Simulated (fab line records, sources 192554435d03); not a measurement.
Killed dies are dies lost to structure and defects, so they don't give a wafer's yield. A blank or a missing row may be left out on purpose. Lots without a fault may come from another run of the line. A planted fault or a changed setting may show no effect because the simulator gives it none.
Chamber matching | flow n5_finfet | N5_ZERO_LAYER_DESCUM_16 on rie_diel-01: 4 sister chambers
The step chemistry O2, time 7.9 s. 14 wafers are shown with their chamber, then 7 later ones without.

WAFERS WITH THEIR CHAMBER
wafer  | chamber | drypump_motor_current_A (A) | showerhead_plenum_p_Torr (Torr) | throttle_valve_pct (%)
L180.2 | 1       | 5.8                         | 2.17                            | 20.62
L180.3 | 0       | 5.5                         | 2.20                            | 20.16
L180.5 | 2       | 5.0                         | 2.12                            | 20.56
L181.1 | 3       | 4.6                         | 2.19                            | 20.15
L181.5 | 1       | 5.8                         | 2.17                            | 20.63
L181.6 | 0       | 5.5                         | 2.20                            | 20.17
L188.2 | 0       | 5.5                         | 2.20                            | 20.21
L188.4 | 2       | 5.0                         | 2.12                            | 20.58
L188.5 | 3       | 4.6                         | 2.18                            | 20.19
L189.2 | 3       | 4.6                         | 2.18                            | 20.20
L189.5 | 3       | 4.6                         | 2.18                            | 20.20
L189.6 | 0       | 5.5                         | 2.20                            | 20.21
L192.2 | 2       | 4.9                         | 2.11                            | 20.59
L192.4 | 3       | 4.7                         | 2.18                            | 20.19

SIGNATURES (means of the wafers above)
reading                  | chamber 0 | chamber 1 | chamber 2 | chamber 3 | scatter within a chamber
drypump_motor_current_A  | 5.500     | 5.800     | 4.967     | 4.620     | 0.0383
showerhead_plenum_p_Torr | 2.2000    | 2.1700    | 2.1167    | 2.1820    | 0.00383
throttle_valve_pct       | 20.1875   | 20.6250   | 20.5767   | 20.1860   | 0.0208
Rule: a wafer's distance from a chamber is the root of the sum, over the readings, of the square of ((its reading less the chamber's mean) divided by the reading's scatter). The wafer belongs to the nearest chamber; if the next one is less than 2 further off, it can't be placed. The scatter: the root of (the sum of the squares of (reading less its chamber's mean) over the shown wafers, divided by (wafers less chambers)).

WAFERS WITHOUT THEIR CHAMBER
wafer  | drypump_motor_current_A (A) | showerhead_plenum_p_Torr (Torr) | throttle_valve_pct (%)
L192.6 | 4.9                         | 2.11                            | 20.59
L194.1 | 5.0                         | 2.11                            | 20.61
L194.2 | 4.6                         | 2.18                            | 20.21
L194.4 | 5.7                         | 2.16                            | 20.67
L200.2 | 5.8                         | 2.16                            | 20.69
L200.3 | 4.7                         | 2.17                            | 20.22
L200.5 | 4.6                         | 2.17                            | 20.22

WHICH CHAMBER EACH WENT THROUGH
wafer  | from the rows above | in truth
L192.6 | 2                   | 2
L194.1 | 2                   | 2
L194.2 | 3                   | 3
L194.4 | 1                   | 1
L200.2 | 1                   | 1
L200.3 | 3                   | 3
L200.5 | 3                   | 3
Placed correctly: 7 of 7. Can't be placed from these rows: 0. Placed wrongly: 0.
